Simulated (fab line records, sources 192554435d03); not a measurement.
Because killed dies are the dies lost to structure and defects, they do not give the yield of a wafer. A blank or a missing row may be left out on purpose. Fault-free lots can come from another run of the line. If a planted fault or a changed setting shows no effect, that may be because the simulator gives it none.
Matching of chambers | flow n5 finfet | rie diel-03 running N5_FIN_SAQP_ETCH_52: 4 sister chambers
The step etches SOC in N2/H2, target depth 100 nm, overetch 20 nm, time 150 s. 16 wafers are shown with their chamber, then 8 later ones without.

== WAFERS, EACH WITH ITS CHAMBER ==
wafer  | chamber | showerhead plenum p Torr (Torr) | drypump motor current A (A) | oes product au (a.u.)
L079.1 | 3       | 2.63                            | 5.6                         | 0.65
L079.2 | 0       | 2.67                            | 6.3                         | 0.68
L079.6 | 2       | 2.45                            | 6.0                         | 0.73
L082.1 | 0       | 2.67                            | 6.3                         | 0.68
L082.2 | 2       | 2.44                            | 6.1                         | 0.72
L082.6 | 2       | 2.44                            | 6.0                         | 0.72
L083.1 | 0       | 2.67                            | 6.3                         | 0.68
L083.2 | 1       | 2.69                            | 5.2                         | 0.84
L083.5 | 0       | 2.67                            | 6.3                         | 0.68
L084.2 | 0       | 2.67                            | 6.3                         | 0.68
L084.4 | 1       | 2.69                            | 5.2                         | 0.83
L084.5 | 2       | 2.44                            | 6.0                         | 0.72
L085.1 | 2       | 2.44                            | 6.0                         | 0.71
L085.3 | 3       | 2.63                            | 5.6                         | 0.64
L085.5 | 1       | 2.69                            | 5.2                         | 0.83
L092.2 | 1       | 2.68                            | 5.2                         | 0.80

SIGNATURES (averages over the wafers above)
reading                  | chamber 0 | chamber 1 | chamber 2 | chamber 3 | scatter within a chamber
showerhead plenum p Torr | 2.6700    | 2.6875    | 2.4420    | 2.6300    | 0.00359
drypump motor current A  | 6.300     | 5.200     | 6.020     | 5.600     | 0.0258
oes product au           | 0.6800    | 0.8250    | 0.7200    | 0.6450    | 0.00979
Rule: for each reading, subtract the chamber's mean from the wafer's reading, divide by that reading's scatter and square the result; add these up over the readings and take the root, which gives the wafer's distance from the chamber. If the next closest chamber is less than 2 further off than the closest, the wafer can't be placed; otherwise it belongs to the closest. How the scatter is found: for the shown wafers, subtract from each reading the mean of its chamber, square and add these, divide the total by (wafers less chambers), then take the root.

== WAFERS WITHOUT THEIR CHAMBER ==
wafer  | showerhead plenum p Torr (Torr) | drypump motor current A (A) | oes product au (a.u.)
L092.4 | 2.66                            | 6.3                         | 0.66
L092.5 | 2.62                            | 5.6                         | 0.63
L094.2 | 2.68                            | 5.2                         | 0.78
L094.4 | 2.62                            | 5.7                         | 0.64
L094.6 | 2.66                            | 6.2                         | 0.66
L096.2 | 2.68                            | 5.2                         | 0.78
L096.4 | 2.43                            | 6.1                         | 0.70
L096.6 | 2.68                            | 5.2                         | 0.79

== CHAMBER TAKEN BY EACH ==
wafer  | from the rows above | in truth
L092.4 | 0                   | 0
L092.5 | 3                   | 3
L094.2 | 1                   | 1
L094.4 | 3                   | 3
L094.6 | 0                   | 0
L096.2 | 1                   | 1
L096.4 | 2                   | 2
L096.6 | 1                   | 1
8 of 8 placed correctly. Not placeable from these rows: 0. Placed wrongly: 0.
